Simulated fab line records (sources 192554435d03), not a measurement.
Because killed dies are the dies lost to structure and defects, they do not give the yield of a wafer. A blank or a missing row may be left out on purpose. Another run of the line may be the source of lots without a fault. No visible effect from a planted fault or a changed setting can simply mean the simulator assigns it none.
The same fault as seen by 3 desks :: flow n5_finfet :: each desk holds nothing but its own numbers, with what lay behind them at the end

## METROLOGY DESK
Means of the sampled wafers that have a number, per lot and without regard to the tool the lot ran on: this is what the gauges read. Marked OUT: a lot whose mean sits more than 4 standard deviations from the usual mean, which makes it out of limits; the brackets give that distance. 7 of its 10 readings are shown, namely those furthest out on some lot.
Columns: A = IOFF_N at N5_BEOL_M4_RC_MEAS_101, usual 0.16 nA/um; B = IOFF_P at N5_BEOL_M4_RC_MEAS_101, usual 0.21 nA/um; C = ION_P at N5_BEOL_M4_RC_MEAS_101, usual 462 uA/um; D = SS_N at N5_BEOL_M4_RC_MEAS_101, usual 71.5 mV/dec; E = SS_P at N5_BEOL_M4_RC_MEAS_101, usual 73.2 mV/dec; F = VT_N at N5_BEOL_M4_RC_MEAS_101, usual 250 mV; G = VT_P at N5_BEOL_M4_RC_MEAS_101, usual -251 mV
lot: L698
first seen here: day 8 10:36
A: 0.17
B: 0.23
C: 471
D: 70.9
E: 73.2
F: 246
G: -248

lot: L699
first seen here: day 8 14:39
A: 0.17
B: 0.21
C: 459
D: 72.8
E: 73.4
F: 252
G: -251

lot: L700
first seen here: day 9 05:07
A: 0.16
B: 0.19
C: 450
D: 71.6
E: 73.6
F: 251
G: -254

lot: L702
first seen here: day 9 08:00
A: 0.14
B: 0.18
C: 466
D: 70.0
E: 72.6
F: 253
G: -250

lot: L703
first seen here: day 9 13:16
A: 0.16
B: 0.19
C: 460
D: 71.7
E: 73.3
F: 249
G: -251

lot: L713
first seen here: day 12 05:52
A: 0.13
B: 0.19
C: 459
D: 71.2
E: 73.0
F: 252
G: -250

lot: L715
first seen here: day 12 09:59
A: 0.20
B: 0.23
C: 456
D: 71.7
E: 73.1
F: 246
G: -250

lot: L716
first seen here: day 12 12:43
A: 0.13
B: 0.19
C: 465
D: 71.0
E: 72.6
F: 253
G: -252

lot: L717
first seen here: day 13 08:21
A: 0.15
B: 0.23
C: 462
D: 71.6
E: 73.5
F: 251
G: -250

lot: L718
first seen here: day 13 13:23
A: 0.11
B: 0.16
C: 462
D: 71.1
E: 72.3
F: 256
G: -254
This desk's finding: nothing out of limits on any of the 10 lots.

## DESK OF THE TOOL OWNER: rie_diel-04
The tool's own readings at N5_HKMG_FIN_ETCH_58 (etches SOC in N2/H2, target depth 215.8 nm, time 741 s): means of the sampled wafers that have a number, for each lot that ran on this tool. Marked OUT: a lot whose mean sits more than 4 standard deviations from the usual mean, which makes it out of limits; the brackets give that distance.
Columns: A = drypump_motor_current_A at N5_HKMG_FIN_ETCH_58, usual 5.5 A; B = oes_product_au at N5_HKMG_FIN_ETCH_58, usual 0.81 a.u.; C = rf_fwd_power_W at N5_HKMG_FIN_ETCH_58, usual 874.0 W; D = rf_vpp_V at N5_HKMG_FIN_ETCH_58, usual 99.1 V; E = showerhead_plenum_p_Torr at N5_HKMG_FIN_ETCH_58, usual 2.56 Torr; F = throttle_valve_pct at N5_HKMG_FIN_ETCH_58, usual 17.90 %
lot: L700
first seen here: day 5 06:44
A: 5.8
B: 0.78
C: 873.3
D: 98.9
E: 2.60
F: 17.78

lot: L702
first seen here: day 5 13:43
A: 5.5
B: 0.74
C: 664.4 (-84) OUT
D: 109.7 (+12) OUT
E: 2.57
F: 17.80

lot: L703
first seen here: day 6 01:31
A: 5.4
B: 0.81
C: 664.7 (-84) OUT
D: 108.9 (+11) OUT
E: 2.52
F: 18.02

lot: L716
first seen here: day 9 03:44
A: 5.3
B: 0.89
C: 874.6
D: 99.3
E: 2.51
F: 17.76

lot: L717
first seen here: day 9 05:14
A: 5.4
B: 0.89
C: 876.5
D: 98.8
E: 2.50
F: 18.05
Finding of this desk: L702, L703 out of limits; the first was L702 at day 5 13:43, on rf_fwd_power_W at N5_HKMG_FIN_ETCH_58. L700, L716, L717: within limits.

## THE DEFECT DESK
What the inspections along the route counted, lot by lot: means of the sampled wafers that have a number. Marked OUT: a lot whose mean sits more than 4 standard deviations from the usual mean, which makes it out of limits; the brackets give that distance.
Columns: A = raw_defect_count at N5_DUMMY_REMOVAL_INSPECT_06, usual 12
lot: L698
first seen here: day 4 12:17
A: 10

lot: L699
first seen here: day 5 01:16
A: 11

lot: L700
first seen here: day 5 05:10
A: 16

lot: L702
first seen here: day 5 11:59
A: 9

lot: L703
first seen here: day 5 23:56
A: 15

lot: L713
first seen here: day 8 09:05
A: 11

lot: L715
first seen here: day 8 16:18
A: 10

lot: L716
first seen here: day 9 01:50
A: 12

lot: L717
first seen here: day 9 03:17
A: 13

lot: L718
first seen here: day 9 10:44
A: 8
This desk's finding: nothing out of limits on any of the 10 lots.

## PUT TOGETHER
The tool owner's desk could have raised an alarm at day 5 13:43, on L702, L703.
Metrology desk: nothing out of limits seen.
Nothing out of limits was seen by the defect desk.
The metrology desk has L702, L703 on record, within its limits.
The defect desk has L702, L703 on record, within its limits.
The lots listed all ran N5_HKMG_FIN_ETCH_58 on rie_diel-04.

## WHAT WAS PUT IN BY THE SIMULATOR
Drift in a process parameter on rie_diel-04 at N5_HKMG_FIN_ETCH_58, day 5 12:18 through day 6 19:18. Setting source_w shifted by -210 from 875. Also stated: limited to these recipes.
Lots struck among those shown: L702, L703.
How many hours passed from the start of the fault until each desk's first out-of-limits reading: the tool owner's desk, 1.
